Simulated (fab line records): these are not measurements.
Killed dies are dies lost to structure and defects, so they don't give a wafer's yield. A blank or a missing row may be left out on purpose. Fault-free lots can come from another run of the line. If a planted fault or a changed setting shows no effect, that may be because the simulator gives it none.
fab line records	flow nand-harc
[record] lots = 6	wafers = 18	last-day = 32
route steps=1302 shown A_SLIT@946 A_SIN_REMOVE@947 A_WL_FILL@952
lots with no fault: from the same line, run without faults
start-h: hours from the record's opening day to when the first of the lot's shown wafers began	wait-h: hours from the lot's prior step to this one	" same as the row above	L1.1+2: one row covering several wafers at once	- no value, or no start was given	* or withheld: withheld	< > ~ a bound
route shown NAME@n: names a module that has steps shown in the file, with the first one's number in the route	usual: mean/standard deviation of fault-free wafers	same: alike in all rows	chamber/n: place in a boat	sites: the reading at each site	_std_site: standard deviation across them	_edge_site: inner sites' mean taken away from outer sites' mean	radius-mm: how far each site lies from the wafer's centre	mask NAME#n: copy n	behind: tool/chamber where the wafer was last shaped	hold: cause of the lot's hold/its duration in hours/its outcome	device: names the non-switching transistor (n, p or np)	end of line: tests of these same wafers at the route's end	step lacking rows: just its recipe	killed: at the first sort, the dies lost to defects and structure; wafer yield is something else	map: a wafer's dies, x killed, . not, _ none there
set.NAME: setting as actually run; set.NAME@STEP: the setting as run at that earlier step	model.NAME: the simulator's own value behind a step, which no gauge read
lots at selected steps of the route; one table per step, one row per wafer
services: from which hour (start-h, from the record's first day; less than 0 if before it) a tool's chamber was out of use, for how many hours, and why
[[steps]]
[step NHARC_A_SLIT_CD_MEAS_21]
[usual] cd-nm = 289.9/0.96
lot.wafer	tool	chamber	start-h	wait-h	cd-nm
L575.1	cd-sem-01	-	468.31	-	291.0
L575.3	"	-	"	"	290.2
L575.4	"	-	"	"	291.0
L584.2	cd-sem-02	-	552.48	-	290.8
L584.5	"	-	"	"	290.7
L584.6	"	-	"	"	291.3
L586.2	cd-sem-03	-	581.85	-	288.8
L586.3	"	-	"	"	289.5
L586.5	"	-	"	"	288.0
L588.2	cd-sem-02	-	595.10	-	290.5
L588.3	"	-	"	"	289.2
L588.5	"	-	"	"	291.3
L596.1	cd-sem-03	-	653.69	-	291.4
L596.2	"	-	"	"	292.1
L596.4	"	-	"	"	290.9
L594.2	cd-sem-03	-	655.36	-	291.2
L594.5	"	-	"	"	290.1
L594.6	"	-	"	"	290.9
[step NHARC_A_SIN_REMOVE_WET_00]
[recipe] temp-c = 160	time-s = 15300	chemistry = H3PO4
[step NHARC_A_SIN_REMOVE_PRECLEAN_01]
[recipe] time-s = *	temp-c = 50	bath-age-min = 0	chemistry = SC1
[step NHARC_A_SIN_REMOVE_SRD_02]
[step NHARC_A_SIN_REMOVE_INSPECT_04]
[usual] raw-defect-count = 386/77
lot.wafer	tool	chamber	start-h	wait-h	raw-defect-count
L575.1	defect-inspect-01	-	473.37	0.0	551
L575.3	"	-	"	"	550
L575.4	"	-	"	"	512
L584.2	defect-inspect-02	-	559.15	0.0	385
L584.5	"	-	"	"	458
L584.6	"	-	"	"	461
L586.2	defect-inspect-02	-	588.47	0.0	371
L586.3	"	-	"	"	368
L586.5	"	-	"	"	380
L588.2	defect-inspect-02	-	601.70	0.0	520
L588.3	"	-	"	"	281
L588.5	"	-	"	"	344
L594.2	defect-inspect-02	-	663.49	0.0	407
L594.5	"	-	"	"	342
L594.6	"	-	"	"	321
L596.1	defect-inspect-02	-	663.50	0.0	250
L596.2	"	-	"	"	308
L596.4	"	-	"	"	289
[step NHARC_A_WL_FILL_ALD_00]
[recipe] target-thk-a = 30	pulse-time-s = 3	ald-cycles = 30	temp-c = 300	material = Al2O3
[usual] heater-power-w = 479/51	precursor-pulse-height-rel = 0.998/0.019
[same] pulse-time-s = 3
lot.wafer	tool	chamber	start-h	wait-h	heater-power-w	precursor-pulse-height-rel
L575.4	ald-hk-04	0	473.44	0.1	501	1.026
L575.3	"	2	"	"	563	1.013
L575.1	"	3	"	"	468	0.987
L584.2	ald-hk-01	3	559.27	0.1	497	0.993
L584.5	"	1	"	"	559	1.002
L584.6	"	2	"	"	523	0.985
L586.2	ald-hk-01	2	588.57	0.1	507	0.996
L586.3	"	3	"	"	506	1.026
L586.5	"	1	"	"	562	0.991
L588.2	ald-hk-04	1	601.82	0.1	502	1.010
L588.3	"	2	"	"	563	1.000
L588.5	"	3	"	"	470	1.010
L594.2	ald-hk-02	2	663.58	0.1	404	0.973
L594.5	"	1	"	"	497	1.000
L594.6	"	2	"	"	408	0.987
L596.1	ald-hk-02	3	663.90	0.4	422	0.978
L596.2	"	0	"	"	478	0.988
L596.4	"	1	"	"	483	1.027
[step NHARC_A_WL_FILL_RTA_01]
[recipe] temp-c = 1000	time-s = 5
[usual] lamp-power-pct = 28.9/1.7	lamp_zone_1_pct = 28.9/1.7	lamp_zone_4_pct = 28.9/1.7	wafer_temp_C_max = 1004.7/1.4
[same] time-s = 5
lot.wafer	tool	chamber	start-h	wait-h	lamp-power-pct	lamp_zone_1_pct	lamp_zone_4_pct	wafer_temp_C_max
L575.1	rtp-anneal-01	0	473.70	-	30.8	30.8	30.8	1003.1
L575.3	"	0	"	"	30.7	30.7	30.8	1002.8
L575.4	"	0	"	"	30.7	30.8	30.8	1003.1
L584.2	rtp-anneal-01	0	559.72	-	30.8	30.7	30.8	1003.6
L584.5	"	0	"	"	30.8	30.8	30.8	1003.3
L584.6	"	0	"	"	30.8	30.8	30.8	1002.8
L586.2	rtp-anneal-01	0	588.83	-	30.7	30.7	30.8	1002.4
L586.3	"	0	"	"	30.7	30.7	30.8	1003.4
L586.5	"	0	"	"	30.8	30.8	30.8	1003.0
L588.2	rtp-anneal-02	0	602.06	-	27.2	27.3	27.3	1005.1
L588.3	"	0	"	"	27.3	27.3	27.3	1004.5
L588.5	"	0	"	"	27.3	27.3	27.3	1005.3
L594.2	rtp-anneal-02	0	663.84	-	27.3	27.3	27.3	1005.1
L594.5	"	0	"	"	27.2	27.3	27.3	1004.5
L594.6	"	0	"	"	27.3	27.2	27.2	1007.2
L596.1	rtp-anneal-02	0	664.15	-	27.2	27.2	27.3	1006.4
L596.2	"	0	"	"	27.3	27.3	27.3	1006.8
L596.4	"	0	"	"	27.3	27.2	27.3	1004.9
[step NHARC_A_WL_FILL_ALD_02]
[recipe] target-thk-a = 20	pulse-time-s = 3	ald-cycles = 100	temp-c = 450	material = TiN
[step NHARC_A_WL_FILL_CVD_03]
[recipe] target-thk-a = 400	temp-c = 300	pressure-torr = 40	wf6-flow-sccm = 40	h2-flow-sccm = 1600	ar-flow-sccm = 1560	time-s = 279	material = W
[usual] heater-power-w = 505/28	throttle-valve-pct = 7.9/0.54
[same] time-s = 279
lot.wafer	tool	chamber	start-h	wait-h	heater-power-w	throttle-valve-pct
L575.1	cvd-w-01	1	474.41	0.1	500	8.5
L575.3	"	0	"	"	488	6.9
L575.4	"	1	"	"	492	8.6
L584.2	cvd-w-01	0	560.41	0.1	483	6.9
L584.6	"	1	"	"	504	8.4
L584.5	"	0	"	"	483	6.9
L586.2	cvd-w-01	0	589.50	0.1	478	7.2
L586.3	"	0	"	"	482	7.3
L586.5	"	0	"	"	491	7.4
L588.2	cvd-w-01	0	602.74	0.1	488	7.1
L588.3	"	0	"	"	491	7.2
L588.5	"	1	"	"	490	8.3
L594.2	cvd-w-02	1	664.51	0.1	551	7.5
L594.6	"	0	"	"	497	8.1
L594.5	"	1	"	"	542	7.7
L596.1	cvd-w-02	1	664.80	0.1	562	7.7
L596.2	"	0	"	"	488	8.3
L596.4	"	1	"	"	560	7.9
[step NHARC_A_WL_FILL_ETCHBACK_04]
[recipe] target-depth-a = 600	time-s = 120	chemistry = NF3
[usual] drypump-motor-current-A = 5.96/0.29	oes-product-au = 1.005/0.016	run-length-s = 141.3/0.43
[same] time-s = 120
lot.wafer	tool	chamber	start-h	wait-h	drypump-motor-current-A	oes-product-au	rf-hours-counter-h	run-length-s
L575.1	rie-metal-01	0	474.73	0.3	6.22	1.020	1.2	141.3
L575.4	"	0	"	"	6.22	1.012	-	141.9
L575.3	"	1	"	"	5.69	0.989	-	141.9
L584.2	rie-metal-03	0	560.72	0.3	6.47	0.988	0.1	140.9
L584.5	"	0	"	"	6.46	0.993	-	140.9
L584.6	"	1	"	"	5.89	1.027	-	140.5
L586.2	rie-metal-03	0	589.86	0.3	6.46	0.996	1.1	141.0
L586.3	"	0	"	"	6.44	0.989	-	141.0
L586.5	"	0	"	"	6.45	0.988	-	141.2
L588.2	rie-metal-03	1	603.06	0.3	5.85	1.031	1.3	140.6
L588.3	"	0	"	"	6.39	0.992	-	140.9
L588.5	"	1	"	"	5.87	1.029	-	140.5
L594.2	rie-metal-01	1	664.87	0.3	5.66	0.990	0.9	141.9
L594.5	"	0	"	"	6.22	1.001	-	141.1
L594.6	"	1	"	"	5.67	1.000	-	141.5
L596.1	rie-metal-02	0	665.18	0.3	5.61	0.996	0.5	141.2
L596.2	"	1	"	"	5.88	1.027	0.5	141.8
L596.4	"	0	"	"	5.62	1.004	-	140.8
[step NHARC_A_WL_FILL_ETCHBACK_05]
[recipe] target-depth-a = 220	time-s = 60	temp-c = 40	chemistry = Cl2/BCl3
[usual] drypump-motor-current-A = 5.96/0.29	oes-product-au = 1.005/0.017	run-length-s = 81.3/0.43
lot.wafer	tool	chamber	start-h	wait-h	drypump-motor-current-A	oes-product-au	rf-hours-counter-h	run-length-s
L575.1	rie-metal-01	0	474.97	0.2	6.23	1.031	1.3	81.1
L575.3	"	0	"	"	6.25	1.020	-	81.0
L575.4	"	1	"	"	5.69	0.978	-	81.9
L584.2	rie-metal-03	0	560.97	0.2	6.45	0.988	0.3	81.2
L584.6	"	0	"	"	6.41	0.992	-	81.0
L584.5	"	1	"	"	5.87	1.036	-	80.8
L586.2	rie-metal-03	1	590.08	0.2	5.88	1.026	1.2	80.6
L586.3	"	0	"	"	6.44	0.995	-	93.5
L586.5	"	0	"	"	6.44	0.995	-	93.4
L588.2	rie-metal-03	0	603.31	0.2	6.41	0.994	1.5	93.6
L588.3	"	0	"	"	6.42	0.982	-	93.6
L588.5	"	0	"	"	6.41	0.980	-	93.7
L594.2	rie-metal-01	0	665.08	0.2	6.22	0.996	1.1	81.4
L594.6	"	0	"	"	6.22	1.001	-	81.2
L594.5	"	1	"	"	5.68	0.988	-	81.7
L596.2	rie-metal-02	0	665.42	0.2	5.61	1.001	0.7	80.9
L596.1	"	1	"	"	5.86	1.019	0.7	81.5
L596.4	"	1	"	"	5.87	1.023	-	81.8
[step NHARC_A_WL_FILL_STRIP_27]
[recipe] power-w = 1500	temp-c = 250	time-s = 20	chemistry = N2/H2
[usual] drypump-motor-current-A = 5.9/0.33	heater-power-w = 334/34
[same] time-s = 20
lot.wafer	tool	chamber	start-h	wait-h	drypump-motor-current-A	heater-power-w	rf-hours-counter-h
L575.1	plasma-asher-02	0	475.11	0.1	5.4	365	9
L575.3	"	0	"	"	5.4	375	-
L575.4	"	1	"	"	5.9	349	-
L584.2	plasma-asher-01	1	561.11	0.1	6.3	274	10
L584.6	"	1	"	"	6.3	279	-
L584.5	"	0	"	"	6.2	328	-
L586.2	plasma-asher-02	1	590.21	0.1	5.9	354	30
L586.3	"	0	"	"	5.4	375	-
L586.5	"	0	"	"	5.4	370	-
L588.2	plasma-asher-01	1	603.44	-	6.2	278	20
L588.3	"	0	"	"	6.2	321	-
L588.5	"	1	"	"	6.2	276	-
L594.2	plasma-asher-02	0	665.24	0.1	5.4	375	11
L594.5	"	1	"	"	5.9	348	-
L594.6	"	0	"	"	5.5	374	-
L596.2	plasma-asher-01	0	665.56	0.1	6.2	332	34
L596.1	"	1	"	"	6.2	284	34
L596.4	"	1	"	"	6.2	276	-
[[services]]
tool	chamber	start-h	hours	kind
cvd-w-02	-	450.39	13.0	pm
rie-metal-02	-	454.00	9.0	pm
cvd-w-02	1	472.81	1.3	repair
ald-hk-01	-	475.52	10.0	pm
rie-metal-03	0	484.82	1.9	repair
rie-metal-02	-	513.79	3.3	repair
rie-metal-03	-	519.00	9.0	pm
rie-metal-03	0	519.00	9.0	vent-cycle
rie-metal-03	1	519.00	9.0	vent-cycle
plasma-asher-01	-	519.53	9.0	pm
ald-hk-02	-	527.95	10.0	pm
rie-metal-03	0	528.00	-	clean
cvd-w-01	-	547.36	13.0	pm
rie-metal-03	0	565.28	2.1	repair
rie-metal-01	-	575.00	9.0	pm
plasma-asher-02	-	602.20	1.4	repair
plasma-asher-02	-	603.76	9.0	pm
cvd-w-01	0	610.91	5.7	repair
ald-hk-04	-	619.11	10.0	pm
rie-metal-03	-	627.29	0.9	repair
rie-metal-02	-	631.00	9.0	pm
cvd-w-02	-	631.39	13.0	pm
cvd-w-02	-	650.62	0.6	repair
ald-hk-01	-	655.86	10.0	pm
[[key]]
[first-sign] step = NHARC_A_WL_FILL_ETCHBACK_05	reading = run-length-s	direction = up	sigmas = 29	usual = *	struck = *
effect none on later readings
met-at NHARC_A_WL_FILL_ETCHBACK_05
struck-wafers L586.3,L586.5,L588.2,L588.3,L588.5
tester-left-out L586,L588
onset-between 560.97 590.08
[fault] kind = process-parameter-drift	tool = rie-metal-03	chamber = 0	onset-h = 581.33	steps = NHARC_A_WL_FILL_ETCHBACK_05	channel = time-s	offset = *	shape = step	end-h = 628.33	acts-in = *	stated = *
// tester-left-out: of these lots the tester's yield and bins aren't shown, on N5 and GAA mostly nor the transistor test; their killed dies are dies lost to structure and defects alone, not to doping, threshold or leakage, so they don't give the yield
